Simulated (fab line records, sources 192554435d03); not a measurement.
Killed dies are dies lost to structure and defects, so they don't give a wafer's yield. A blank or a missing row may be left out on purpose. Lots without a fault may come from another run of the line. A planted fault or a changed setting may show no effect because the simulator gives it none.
Split-lot experiment | flow n5_finfet | 7 lots, 21 wafers read, on a route of 1938 steps

THE SPLIT
At N5_BEOL_M8_TRENCH_ETCH_37 (etches SiCOH lowk in C4F6/O2, target depth 93.478 nm, time 31.2 s), the setting bias_w was moved away from the recipe's 185 W on 8 of the 21 wafers read, by -15.9% to +15.4%. The other wafers ran this setting at the recipe's value.

The reading is taken at the split's own step.

THE READING
rf_vpp_V, in V, at N5_BEOL_M8_TRENCH_ETCH_37 (etches SiCOH lowk in C4F6/O2, target depth 93.478 nm, time 31.2 s). Fault-free wafers of this fab line usually give 666 V, standard deviation 21 V.

wafer  | tool, chamber at the split | bias_w as run, W | against the recipe | rf_vpp_V, V | against lot-mates on the recipe
L077.1 | rie_diel-03, 3             | 155.6            | -15.9%             | 562         | -128
L077.3 | rie_diel-03, 0             | 185              | recipe             | 700         | -
L077.5 | rie_diel-03, 1             | 185              | recipe             | 680         | -
L079.1 | rie_diel-03, 3             | 185              | recipe             | 643         | -
L079.2 | rie_diel-03, 1             | 185              | recipe             | 680         | -
L079.4 | rie_diel-03, 2             | 185              | recipe             | 679         | -
L083.4 | rie_diel-06, 1             | 185              | recipe             | 666         | -
L083.5 | rie_diel-06, 1             | 212.8            | +15.0%             | 745         | +94
L083.6 | rie_diel-06, 0             | 185              | recipe             | 635         | -
L086.2 | rie_diel-06, 1             | 213.5            | +15.4%             | 745         | no lot-mate on the recipe
L086.4 | rie_diel-06, 0             | 213.5            | +15.4%             | 708         | no lot-mate on the recipe
L086.5 | rie_diel-06, 0             | 213.5            | +15.4%             | 710         | no lot-mate on the recipe
L084.2 | rie_diel-03, 0             | 162.2            | -12.3%             | 630         | -13
L084.3 | rie_diel-03, 3             | 185              | recipe             | 643         | -
L084.5 | rie_diel-03, 0             | 162.2            | -12.3%             | 630         | -13
L087.1 | rie_diel-06, 1             | 206.8            | +11.8%             | 729         | +94
L087.3 | rie_diel-06, 0             | 185              | recipe             | 632         | -
L087.6 | rie_diel-06, 2             | 185              | recipe             | 638         | -
L094.1 | rie_diel-04, 2             | 185              | recipe             | 664         | -
L094.2 | rie_diel-04, 3             | 185              | recipe             | 665         | -
L094.6 | rie_diel-04, 2             | 185              | recipe             | 665         | -

THE FIT
A straight line over all 21 wafers: rf_vpp_V changes by +4.37 V for each +1% of bias_w; r = +0.88; the points scatter about the line by 22 V.
The same after taking each lot's own level away (the mean of its wafers on the recipe; 18 wafers): +5.39 V for each +1%; r = +0.86; scatter 24 V.
On that fit, the largest move of bias_w shifts the reading by 86 V.
The lots' own levels span 635.0 to 690.0 V, that is 2.6 times the standard deviation above.
So the lot-to-lot level changes the slope: the two fits differ.
Check: with one of the wafers moved furthest among these (-15.9%) left out of the fit, the line predicts -58.2 V for it against its lot-mates. It came out at -128 V against them.
Tool readings at the split's step, against how far the setting was moved: rf_vpp_V r = +0.88.

OTHER SPLITS ON THESE WAFERS
These wafers also went through other splits before the reading. Each is held against what the fit with the lots' levels taken away leaves over:
other split on the same wafers    | wafers away from the commonest value | r with rf_vpp_V (lot level and that fit taken away)
N5_BEOL_M5_COAT_22 spin_rpm       | 5                                    | -0.31
N5_BEOL_M6_ETCH_62 time_s         | 5                                    | -0.02
N5_BEOL_M6_COAT_22 spin_rpm       | 6                                    | +0.06
N5_BEOL_M6_DEP_56 time_s          | 7                                    | -0.04
N5_BEOL_M7_HM_DEP_02 target_thk_a | 3                                    | -0.13
N5_BEOL_M7_DEP_56 time_s          | 4                                    | -0.36
N5_BEOL_M8_COAT_60 spin_rpm       | 6                                    | +0.35

THE FILE'S OWN FIT
rf_vpp_V changes by +6.16 V for each +1% of bias_w, r = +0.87.
